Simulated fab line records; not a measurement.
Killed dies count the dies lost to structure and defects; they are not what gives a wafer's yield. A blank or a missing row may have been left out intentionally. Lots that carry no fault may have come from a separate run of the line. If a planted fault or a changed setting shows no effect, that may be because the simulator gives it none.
Split-lot study + flow n5-finfet + on a route of 1938 steps: 7 lots, 39 wafers read

== ON THE SPLIT ==
At N5_BEOL_M9_DESCUM_16 (chemistry O2, time 7.9 s), the setting time-s was moved away from the recipe's 7.9 s on 15 of the 39 wafers read, by -43.0% to +56.2%. All remaining wafers had this setting at the recipe value.

Split to reading: the file shows no intervening step.

== THE READING ==
CAR-ArF_of_BEOL_M9_COAT_05.thk-nm (the simulator's own value, which no gauge read), in nm, at N5_BEOL_M9_ETCH_61 (etches SiARC in CF4, target depth 39 nm, time 65 s). The file does not state a usual value for it. Average 55.7 nm, standard deviation 0.23 nm, over the 24 wafers here run with the recipe.

| wafer  | tool, chamber at the split | time-s as run, s | against the recipe | CAR-ArF_of_BEOL_M9_COAT_05.thk-nm, nm | against lot-mates on the recipe |
|--------|----------------------------|------------------|--------------------|---------------------------------------|---------------------------------|
| L078.1 | rie-diel-02, 0,1           | 10.35            | +31.0%             | 54.2                                  | -1.6                            |
| L078.2 | rie-diel-02, 0,1           | 10.35            | +31.0%             | 54.2                                  | -1.6                            |
| L078.3 | rie-diel-02, 3             | 7.9              | recipe             | 56                                    | -                               |
| L078.4 | rie-diel-02, 3             | 10.35            | +31.0%             | 54                                    | -1.8                            |
| L078.5 | rie-diel-02, 1             | 7.9              | recipe             | 55.8                                  | -                               |
| L078.6 | rie-diel-02, 0             | 7.9              | recipe             | 55.6                                  | -                               |
| L082.1 | rie-diel-05, 2             | 4.505            | -43.0%             | 57.6                                  | +1.7                            |
| L082.2 | rie-diel-05, 1             | 4.505            | -43.0%             | 57.8                                  | +1.9                            |
| L082.4 | rie-diel-05, 3             | 4.505            | -43.0%             | 57.8                                  | +1.9                            |
| L082.3 | rie-diel-05, 0,2           | 7.9              | recipe             | 55.8                                  | -                               |
| L082.5 | rie-diel-05, 0,2           | 7.9              | recipe             | 55.8                                  | -                               |
| L082.6 | rie-diel-05, 1             | 7.9              | recipe             | 56                                    | -                               |
| L084.1 | rie-diel-06, 3,1           | 7.9              | recipe             | 55.2                                  | -                               |
| L084.2 | rie-diel-06, 3,1           | 7.9              | recipe             | 55.4                                  | -                               |
| L084.3 | rie-diel-06, 0,2           | 12.34            | +56.2%             | 53.2                                  | -2.3                            |
| L084.6 | rie-diel-06, 0,2           | 12.34            | +56.2%             | 53.2                                  | -2.3                            |
| L084.4 | rie-diel-06, 2             | 12.34            | +56.2%             | 53                                    | -2.5                            |
| L084.5 | rie-diel-06, 3             | 7.9              | recipe             | 55.8                                  | -                               |
| L083.1 | rie-diel-02, 3,3,0,2       | 7.9              | recipe             | 55.6                                  | -                               |
| L083.4 | rie-diel-02, 3,3,0,2       | 7.9              | recipe             | 55.6                                  | -                               |
| L083.5 | rie-diel-02, 3,3,0,2       | 7.9              | recipe             | 55.6                                  | -                               |
| L083.2 | rie-diel-02, 0,2           | 7.9              | recipe             | 55.8                                  | -                               |
| L083.3 | rie-diel-02, 0,2           | 7.9              | recipe             | 55.8                                  | -                               |
| L083.6 | rie-diel-02, 3,3,0,2       | 7.9              | recipe             | 55.8                                  | -                               |
| L087.1 | rie-diel-05, 1             | 7.9              | recipe             | 56                                    | -                               |
| L087.2 | rie-diel-05, 0,2,2         | 9.787            | +23.9%             | 54.8                                  | -1.1                            |
| L087.6 | rie-diel-05, 0,2,2         | 9.787            | +23.9%             | 54.8                                  | -1.1                            |
| L087.3 | rie-diel-05, 0,2,2         | 9.787            | +23.9%             | 54.6                                  | -1.3                            |
| L087.4 | rie-diel-05, 3             | 7.9              | recipe             | 55.6                                  | -                               |
| L087.5 | rie-diel-05, 3             | 7.9              | recipe             | 56.2                                  | -                               |
| L094.1 | rie-diel-06, 1,2           | 7.9              | recipe             | 55.8                                  | -                               |
| L094.3 | rie-diel-06, 1,2           | 7.9              | recipe             | 55.8                                  | -                               |
| L094.2 | rie-diel-06, 3             | 7.9              | recipe             | 55.4                                  | -                               |
| L097.1 | rie-diel-06, 3             | 6.147            | -22.2%             | 56.8                                  | +1.3                            |
| L097.2 | rie-diel-06, 0             | 6.147            | -22.2%             | 56.4                                  | +0.9                            |
| L097.3 | rie-diel-06, 1             | 7.9              | recipe             | 55.4                                  | -                               |
| L097.6 | rie-diel-06, 3             | 7.9              | recipe             | 55.4                                  | -                               |
| L097.4 | rie-diel-06, 1             | 7.9              | recipe             | 55.6                                  | -                               |
| L097.5 | rie-diel-06, 0             | 6.147            | -22.2%             | 56.6                                  | +1.1                            |
The file does not say which wafer passed through which chamber wherever a row lists several chambers: such a row stands for several wafers.

THE FIT
A straight line over all 39 wafers: CAR-ArF_of_BEOL_M9_COAT_05.thk-nm changes by -0.046 nm for each +1% of time-s; r = -0.98; the points scatter about the line by 0.21 nm.
The same after taking each lot's own level away (the mean of its wafers on the recipe; 39 wafers): -0.045 nm for each +1%; r = -0.98; scatter 0.19 nm.
On that fit, the largest move of time-s shifts the reading by 2.5 nm.
The lots' own levels span 55.47 to 55.93 nm, that is 2.0 times the standard deviation above.
The two slopes are in agreement: the lot-to-lot level therefore moves the slope only a little.
Check: -2.59 nm against its lot-mates is what the line predicts for one of the wafers moved furthest among these (+56.2%) when that wafer is left out of the fit. It came out at -2.27 nm against them.

== THE OTHER SPLITS THESE WAFERS WENT THROUGH ==
These wafers also went through other splits before the reading. Each is held against what the fit with the lots' levels taken away leaves over:
| other split on the same wafers         | wafers away from the commonest value | r with CAR-ArF_of_BEOL_M9_COAT_05.thk-nm (lot level and that fit taken away) |
|----------------------------------------|--------------------------------------|------------------------------------------------------------------------------|
| N5_FIN_SAQP_HM_DEP_72 time-s           | 12                                   | +0.09                                                                        |
| N5_SD_EPI_P_ETCHBACK_46 target-depth-a | 15                                   | -0.02                                                                        |
| N5_BEOL_M0_SAQP_ILD_DEP_01 time-s      | 9                                    | +0.29                                                                        |
| N5_BEOL_M6_VIA_ETCH_34 target-depth-a  | 18                                   | -0.05                                                                        |

== THE WHOLE CHAIN: every reading that the file lists as answering this split, in the file's order ==
| step                 | what it does                                       | reading                                                                            | change (the file's fit)                | r (the file's) |
|----------------------|----------------------------------------------------|------------------------------------------------------------------------------------|----------------------------------------|----------------|
| N5_BEOL_M9_DESCUM_16 | chemistry O2, time 7.9 s                           | CAR-ArF_of_BEOL_M9_COAT_05.thk-nm (the simulator's own value, which no gauge read) | -0.0463 nm for each +1% of the setting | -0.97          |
| N5_BEOL_M9_ETCH_61   | etches SiARC in CF4, target depth 39 nm, time 65 s | CAR-ArF_of_BEOL_M9_COAT_05.thk-nm (the simulator's own value, which no gauge read) | -0.0451 nm for each +1% of the setting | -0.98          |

== THE FILE'S OWN FIT ==
CAR-ArF_of_BEOL_M9_COAT_05.thk-nm changes by -0.0451 nm for each +1% of time-s, r = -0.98.
